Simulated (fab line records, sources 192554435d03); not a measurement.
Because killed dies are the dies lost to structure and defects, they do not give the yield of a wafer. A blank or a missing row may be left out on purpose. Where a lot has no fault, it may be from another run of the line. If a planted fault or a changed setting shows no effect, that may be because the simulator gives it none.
Which tool did it?    flow n5 finfet    24 lots with 72 wafers sampled at 6 steps, on a route of 1938 steps

WHAT THE GAUGES READ, wafer by wafer
N5_BEOL_M7_THK_MEAS_01.
lot   measured      on             M7_ILD_THK (nm)
L074  day 8 22:17   film metro-01  152.4 155.7 154.0
L075  day 9 03:29   film metro-01  152.1 152.8 157.5
L076  day 9 07:05   film metro-01  153.3 151.5 154.2
L077  day 9 07:59   film metro-01  152.4 154.3 156.7
L078  day 9 20:05   film metro-01  153.5 154.6 153.8
L079  day 10 00:43  film metro-01  151.0 153.6 155.4
L080  day 10 08:01  film metro-02  154.5 152.6 157.4
L081  day 10 14:26  film metro-01  154.1 157.3 156.4
L082  day 10 14:51  film metro-01  151.5 152.7 153.0
L083  day 10 22:53  film metro-01  153.0 155.8 155.6
L085  day 10 23:10  film metro-02  153.8 154.6 157.0
L084  day 11 01:05  film metro-02  156.6 156.3 155.0
L086  day 12 06:09  film metro-01  155.6 156.3 156.9
L087  day 12 09:35  film metro-01  156.8 157.1 157.1
L089  day 12 09:59  film metro-01  154.5 158.2 157.6
L088  day 12 22:13  film metro-01  156.6 151.9 155.2
L091  day 13 01:34  film metro-02  154.4 153.6 156.6
L090  day 13 21:24  film metro-01  152.1 149.5 153.2
L092  day 14 04:18  film metro-02  152.8 151.2 156.5
L093  day 15 02:05  film metro-01  151.0 157.5 155.5
L096  day 15 02:56  film metro-01  151.1 153.2 154.4
L094  day 15 04:45  film metro-02  153.1 154.4 155.1
L097  day 15 21:59  film metro-01  153.7 154.0 154.4
L095  day 16 08:07  film metro-02  150.5 150.9 153.7

N5_BEOL_M7_OVL_MEAS_12.
lot   measured      on          M7_OVL (nm)
L074  day 8 23:21   overlay-01  0.4 1.1 1.7
L075  day 9 05:07   overlay-02  0.5 0.6 0.3
L076  day 9 09:25   overlay-01  1.6 0.7 1.6
L077  day 9 09:31   overlay-02  1.2 0.8 0.9
L078  day 9 21:28   overlay-02  0.8 -0.8 1.0
L079  day 10 01:29  overlay-02  1.5 0.8 0.2
L080  day 10 10:03  overlay-01  0.3 0.7 0.0
L081  day 10 15:47  overlay-01  1.3 0.8 0.4
L082  day 10 15:52  overlay-01  0.8 0.5 0.6
L083  day 11 00:21  overlay-01  -0.2 -0.4 -0.2
L085  day 11 00:31  overlay-01  0.8 0.5 0.5
L084  day 11 03:03  overlay-01  0.8 0.4 0.7
L086  day 12 08:19  overlay-01  0.2 0.6 0.1
L087  day 12 10:49  overlay-01  -0.8 -0.5 -0.4
L089  day 12 11:04  overlay-01  -1.1 0.2 -0.3
L088  day 13 00:18  overlay-01  1.3 0.5 0.6
L091  day 13 02:19  overlay-01  1.4 0.9 1.1
L090  day 13 22:51  overlay-02  0.6 -0.3 -0.3
L092  day 14 06:57  overlay-02  0.1 0.4 0.6
L093  day 15 03:33  overlay-02  1.0 0.3 0.4
L096  day 15 04:05  overlay-02  0.9 1.6 1.0
L094  day 15 05:23  overlay-01  0.3 -0.3 0.0
L097  day 15 23:59  overlay-01  0.1 0.2 0.2
L095  day 16 12:00  overlay-01  -0.7 0.2 0.5

N5_BEOL_M8_OVL_MEAS_12.
lot   measured      on          M8_OVL (nm)
L074  day 9 06:32   overlay-02  -0.3 0.1 0.6
L075  day 9 13:09   overlay-02  -0.1 0.1 -0.6
L076  day 9 18:02   overlay-02  1.2 1.9 0.9
L077  day 9 17:46   overlay-01  0.2 0.8 0.6
L078  day 10 05:43  overlay-01  -0.3 -0.7 -0.3
L079  day 10 09:40  overlay-01  0.6 0.7 0.6
L080  day 10 19:20  overlay-01  -0.5 -0.9 -1.4
L081  day 11 00:09  overlay-01  0.4 0.6 1.0
L082  day 10 23:07  overlay-01  0.3 -0.1 0.6
L083  day 11 06:11  overlay-01  -0.4 0.5 1.2
L085  day 11 09:17  overlay-01  0.4 -0.3 0.0
L084  day 11 09:37  overlay-01  -0.3 -0.3 -0.4
L086  day 12 16:38  overlay-01  0.4 0.6 0.5
L087  day 12 21:31  overlay-02  -0.5 0.6 0.0
L089  day 12 21:22  overlay-02  0.1 0.2 0.0
L088  day 13 08:17  overlay-01  0.2 -0.4 0.9
L091  day 13 10:20  overlay-01  0.7 -1.4 0.8
L090  day 14 04:29  overlay-02  -0.7 -1.1 -0.4
L092  day 14 18:26  overlay-01  0.0 -0.5 -0.6
L093  day 15 10:34  overlay-02  0.0 0.5 0.2
L096  day 15 13:35  overlay-01  0.3 -0.2 -0.3
L094  day 15 13:47  overlay-01  -0.8 -0.2 -0.6
L097  day 16 11:55  overlay-02  0.3 1.8 0.0
L095  day 17 04:51  overlay-01  0.1 -0.7 -1.2

WHICH TOOL RAN EACH LOT (tool, then ch and the chambers of the sampled wafers, then the start)
lot   N5_BEOL_M7_ETCH_61                  N5_BEOL_M7_STRIP_67                 N5_BEOL_M7_ETCH_72
L074  rie diel-06 ch 0,1,2, day 8 23:27   rie diel-06 ch 0,1,2, day 8 23:39   rie diel-04 ch 0,1,3, day 9 01:48
L075  rie diel-02 ch 0,1,3, day 9 05:13   rie diel-02 ch 0,1,3, day 9 05:25   rie diel-04 ch 0,1,3, day 9 06:06
L076  rie diel-04 ch 0,1,2, day 9 09:30   rie diel-04 ch 0,1,2, day 9 09:42   rie diel-04 ch 0,1, day 9 12:05
L077  rie diel-06 ch 1,3, day 9 09:36     rie diel-06 ch 1,3, day 9 09:49     rie diel-06 ch 0,2,3, day 9 11:50
L078  rie diel-02 ch 0,1,3, day 9 21:38   rie diel-02 ch 0,1,3, day 9 21:50   rie diel-02 ch 0,1,2, day 9 22:42
L079  rie diel-06 ch 2,3, day 10 01:37    rie diel-06 ch 2,3, day 10 01:49    rie diel-02 ch 1,2,3, day 10 04:32
L080  rie diel-02 ch 0,3, day 10 10:14    rie diel-02 ch 0,3, day 10 10:26    rie diel-02 ch 0,2,3, day 10 11:17
L081  rie diel-04 ch 1,2,3, day 10 15:53  rie diel-04 ch 1,2,3, day 10 16:05  rie diel-04 ch 2,3, day 10 18:46
L082  rie diel-04 ch 0,2, day 10 16:08    rie diel-04 ch 0,2, day 10 16:21    rie diel-02 ch 1,3, day 10 18:32
L083  rie diel-02 ch 0,2, day 11 00:26    rie diel-02 ch 0,2, day 11 00:39    rie diel-02 ch 0,2,3, day 11 01:58
L085  rie diel-04 ch 0,1,3, day 11 00:37  rie diel-04 ch 0,1,3, day 11 00:49  rie diel-06 ch 0,1,2, day 11 02:22
L084  rie diel-06 ch 0,3, day 11 03:08    rie diel-06 ch 0,3, day 11 03:20    rie diel-04 ch 0,3, day 11 04:08
L086  rie diel-06 ch 0,1,3, day 12 08:40  rie diel-06 ch 0,1,3, day 12 08:52  rie diel-04 ch 0,1,2, day 12 09:54
L087  rie diel-04 ch 0,1, day 12 10:54    rie diel-04 ch 0,1, day 12 11:06    rie diel-04 ch 0,1,2, day 12 15:01
L089  rie diel-06 ch 1,2, day 12 11:25    rie diel-06 ch 1,2, day 12 11:37    rie diel-02 ch 0,1,3, day 12 14:58
L088  rie diel-02 ch 0,2, day 13 00:45    rie diel-02 ch 0,2, day 13 00:58    rie diel-06 ch 0,1,2, day 13 02:41
L091  rie diel-04 ch 1,2,3, day 13 02:25  rie diel-04 ch 1,2,3, day 13 02:37  rie diel-02 ch 0,1,2, day 13 06:36
L090  rie diel-06 ch 0,2,3, day 13 22:57  rie diel-06 ch 0,2,3, day 13 23:09  rie diel-06 ch 2,3, day 13 23:51
L092  rie diel-02 ch 0,2,3, day 14 07:05  rie diel-02 ch 0,2,3, day 14 07:17  rie diel-04 ch 2,3, day 14 11:52
L093  rie diel-04 ch 2,3, day 15 03:43    rie diel-04 ch 2,3, day 15 03:56    rie diel-02 ch 0,2,3, day 15 04:50
L096  rie diel-04 ch 1,2, day 15 04:18    rie diel-04 ch 1,2, day 15 04:30    rie diel-04 ch 2,3, day 15 05:40
L094  rie diel-02 ch 0,1,2, day 15 05:48  rie diel-02 ch 0,1,2, day 15 06:00  rie diel-04 ch 0,1, day 15 08:16
L097  rie diel-02 ch 1,3, day 16 00:04    rie diel-02 ch 1,3, day 16 00:16    rie diel-02 ch 0,2,3, day 16 02:55
L095  rie diel-06 ch 0,2, day 16 12:07    rie diel-06 ch 0,2, day 16 12:19    rie diel-04 ch 1,3, day 16 19:08
- N5_BEOL_M7_ETCH_61: etches SiARC in CF4, target depth 45.5 nm, time 75.8 s.
- N5_BEOL_M7_STRIP_67: strips in CF4.
- N5_BEOL_M7_ETCH_72: etches underlayer in N2/H2, target depth 6.5 nm, time 5.2 s.

AS READ BY THE TOOLS THEMSELVES (means over the sampled wafers that have a number; for cases with no such wafer, the mark the record gives instead)
N5_BEOL_M7_ETCH_61.
lot   tool         drypump motor current A (A)  etch rf on time s (s)  oes product au (a.u.)  rf vpp V (V)  showerhead plenum p Torr (Torr)  throttle valve pct (%)
L074  rie diel-06  5.4                          76.2                   0.62                   183.7         2.16                             15.74
L075  rie diel-02  5.3                          77.3                   0.63                   183.4         2.16                             15.63
L076  rie diel-04  5.4                          75.7                   0.68                   184.1         2.16                             15.64
L077  rie diel-06  5.8                          74.2                   0.69                   184.4         2.19                             15.69
L078  rie diel-02  5.3                          78.3                   0.62                   184.0         2.16                             15.64
L079  rie diel-06  6.0                          75.7                   0.68                   183.4         2.12                             15.70
L080  rie diel-02  5.0                          77.5                   0.62                   185.5         2.18                             15.58
L081  rie diel-04  5.5                          75.7                   0.69                   185.2         2.16                             15.62
L082  rie diel-04  5.1                          74.2                   0.69                   183.9         2.13                             15.65
L083  rie diel-02  5.7                          78.0                   0.65                   182.8         2.14                             15.75
L085  rie diel-04  5.5                          75.0                   0.67                   185.4         2.18                             15.57
L084  rie diel-06  5.4                          75.6                   0.64                   183.6         2.11                             15.46
L086  rie diel-06  5.5                          74.4                   0.72                   184.3         2.14                             15.45
L087  rie diel-04  5.8                          75.7                   0.64                   184.9         2.20                             15.62
L089  rie diel-06  5.7                          75.8                   0.62                   184.5         2.15                             15.92
L088  rie diel-02  5.7                          78.9                   0.63                   184.7         2.14                             15.78
L091  rie diel-04  5.4                          75.8                   0.67                   183.8         2.15                             15.65
L090  rie diel-06  5.7                          75.4                   0.71                   184.3         2.11                             15.47
L092  rie diel-02  5.5                          77.4                   0.64                   184.6         2.17                             15.68
L093  rie diel-04  5.2                          75.9                   0.67                   184.1         2.13                             15.65
L096  rie diel-04  5.4                          76.1                   0.66                   183.4         2.12                             15.78
L094  rie diel-02  5.8                          77.6                   0.64                   184.2         2.14                             15.72
L097  rie diel-02  5.4                          76.5                   0.63                   185.0         2.15                             15.63
L095  rie diel-06  5.2                          76.9                   0.70                   183.7         2.11                             15.39

N5_BEOL_M7_STRIP_67.
lot   tool         drypump motor current A (A)  oes product au (a.u.)  rf vpp V (V)  showerhead plenum p Torr (Torr)  throttle valve pct (%)
L074  rie diel-06  5.4                          0.73                   270.0         1.81                             13.74
L075  rie diel-02  5.3                          0.75                   270.5         1.81                             13.62
L076  rie diel-04  5.4                          0.79                   271.5         1.81                             13.61
L077  rie diel-06  5.7                          0.80                   271.8         1.83                             13.65
L078  rie diel-02  5.3                          0.75                   272.2         1.81                             13.64
L079  rie diel-06  5.9                          0.80                   270.1         1.78                             13.65
L080  rie diel-02  5.0                          0.73                   273.1         1.82                             13.58
L081  rie diel-04  5.5                          0.80                   271.2         1.80                             13.58
L082  rie diel-04  5.1                          0.80                   270.8         1.79                             13.61
L083  rie diel-02  5.7                          0.77                   270.1         1.79                             13.74
L085  rie diel-04  5.5                          0.78                   271.9         1.82                             13.54
L084  rie diel-06  5.3                          0.75                   270.6         1.76                             13.44
L086  rie diel-06  5.6                          0.85                   271.2         1.79                             13.38
L087  rie diel-04  5.8                          0.74                   271.5         1.84                             13.63
L089  rie diel-06  5.7                          0.73                   271.3         1.81                             13.92
L088  rie diel-02  5.6                          0.75                   270.2         1.79                             13.77
L091  rie diel-04  5.5                          0.78                   271.1         1.80                             13.62
L090  rie diel-06  5.7                          0.83                   269.9         1.76                             13.42
L092  rie diel-02  5.5                          0.76                   271.2         1.81                             13.64
L093  rie diel-04  5.2                          0.79                   271.6         1.78                             13.58
L096  rie diel-04  5.4                          0.78                   270.4         1.78                             13.75
L094  rie diel-02  5.8                          0.76                   271.3         1.80                             13.72
L097  rie diel-02  5.5                          0.73                   271.9         1.81                             13.65
L095  rie diel-06  5.2                          0.82                   270.9         1.77                             13.35

N5_BEOL_M7_ETCH_72.
lot   tool         drypump motor current A (A)  etch rf on time s (s)  n2 flow sccm (sccm)  oes product au (a.u.)  rf vpp V (V)  showerhead plenum p Torr (Torr)  throttle valve pct (%)
L074  rie diel-04  5.5                          5.16                   200.1                0.68                   526.1         2.60                             17.79
L075  rie diel-04  5.5                          5.10                   200.1                0.68                   524.4         2.59                             17.79
L076  rie diel-04  5.8                          5.15                   199.6                0.65                   526.6         2.61                             17.83
L077  rie diel-06  5.6                          5.19                   199.7                0.67                   522.7         2.52                             17.90
L078  rie diel-02  5.8                          5.29                   200.2                0.69                   523.4         2.56                             17.99
L079  rie diel-02  5.7                          5.21                   200.2                0.69                   523.9         2.60                             17.84
L080  rie diel-02  5.6                          5.26                   200.1                0.67                   525.1         2.59                             17.94
L081  rie diel-04  5.2                          5.17                   199.0                0.70                   524.4         2.54                             17.82
L082  rie diel-02  5.5                          5.22                   200.0                0.64                   524.7         2.59                             17.92
L083  rie diel-02  5.5                          5.35                   199.5                0.66                   525.3         2.59                             17.96
L085  rie diel-06  5.4                          5.20                   199.7                0.62                   524.2         2.55                             18.01
L084  rie diel-04  5.2                          5.20                   199.2                0.68                   525.7         2.56                             17.76
L086  rie diel-04  5.4                          5.13                   200.7                0.67                   523.6         2.54                             17.88
L087  rie diel-04  5.4                          5.11                   200.1                0.66                   524.1         2.54                             17.86
L089  rie diel-02  5.3                          5.34                   199.1                0.61                   523.8         2.57                             18.05
L088  rie diel-06  5.4                          5.18                   200.2                0.68                   524.6         2.55                             17.90
L091  rie diel-02  5.8                          5.32                   199.7                0.66                   525.0         2.55                             18.03
L090  rie diel-06  6.1                          5.08                   200.2                0.70                   522.3         2.51                             18.00
L092  rie diel-04  5.2                          5.23                   199.8                0.68                   523.9         2.53                             17.86
L093  rie diel-02  5.5                          5.36                   200.2                0.63                   522.7         2.58                             18.01
L096  rie diel-04  5.2                          5.11                   199.8                0.68                   523.7         2.52                             17.88
L094  rie diel-04  5.8                          5.14                   200.1                0.63                   524.6         2.60                             17.91
L097  rie diel-02  5.6                          5.33                   199.8                0.71                   524.1         2.58                             17.86
L095  rie diel-04  5.8                          5.15                   200.2                0.63                   525.6         2.60                             17.91

THE ANSWER, worked out from the rows above alone
Rule: what is usual is taken from the lots themselves. The widest of any qualifying gaps counts: lots, ordered by their means at a reading, are off when they make up no more than a third of the lots, leave a main group of 4 or more, and stand apart from it by 3 or more times the standard deviation of that group's means. The tables above print the reading to a certain number of digits; a main group whose means all agree to those digits is not used. A lot without any number at a reading at which 4 lots or more have one is off too. Where the step has rows for the other lots, those lots are counted as sound. First the gauges in route order, then the tools' own readings, where a lot's mean is used as printed above. At the first step where some lot is off, the reading lying furthest off is the one used; lots without a number count as furthest.
No lot is off at any reading shown: from this, nothing can be told.

WHAT HAD BEEN PUT IN BY THE SIMULATOR
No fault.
